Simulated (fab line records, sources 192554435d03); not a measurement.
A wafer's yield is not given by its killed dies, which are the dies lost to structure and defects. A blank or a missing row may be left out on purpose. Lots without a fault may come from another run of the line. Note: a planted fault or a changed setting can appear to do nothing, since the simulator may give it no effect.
What tool caused it? | flow n5 finfet | 12 lots, 36 wafers sampled, at 1 step of a route of 1938

WHAT THE GAUGES READ, wafer by wafer
N5_BEOL_M0_RS_MEAS_126: uses a four-point probe to measure.
lot  | measured     | on            | M0_RS (ohm/sq)
L074 | day 6 04:34  | film metro-02 | 0.549 0.540 0.523
L077 | day 6 16:08  | film metro-01 | 0.532 0.538 0.535
L079 | day 7 08:03  | film metro-01 | 0.522 0.528 0.513
L081 | day 7 23:31  | film metro-01 | 0.515 0.535 0.529
L083 | day 8 03:34  | film metro-01 | 0.536 0.521 0.512
L085 | day 8 17:14  | film metro-02 | 0.518 0.503 0.525
L087 | day 9 07:56  | film metro-01 | 0.537 0.541 0.516
L089 | day 9 16:36  | film metro-01 | 0.532 0.549 0.522
L091 | day 10 10:23 | film metro-01 | 0.538 0.512 0.511
L093 | day 10 18:07 | film metro-01 | 0.514 0.533 0.511
L095 | day 11 06:45 | film metro-02 | 0.554 0.534 0.552
L097 | day 11 15:34 | film metro-02 | 0.543 0.546 0.541

EACH LOT AND THE TOOL THAT RAN IT (in order: tool; ch and the chambers of the sampled wafers; start)
No process step before these readings appears in the record.

THE ANSWER, worked out from the rows above alone
Rule: usual is defined by the lots themselves. Put in order of their means at a reading, lots are off if they are a third of the lots or fewer, leave a main group of 4 or more, and stand apart from it by a gap of 3 or more times the standard deviation of the main group's means; of several such gaps the widest counts. A main group is skipped when, at the precision printed for the reading in the tables above, its means are all equal. A lot without any number at a reading at which 4 lots or more have one is off too. The other lots that the step has rows for count as sound.
None of the lots is off at any reading shown; this tells nothing.

WHAT THE SIMULATOR HAD INSERTED
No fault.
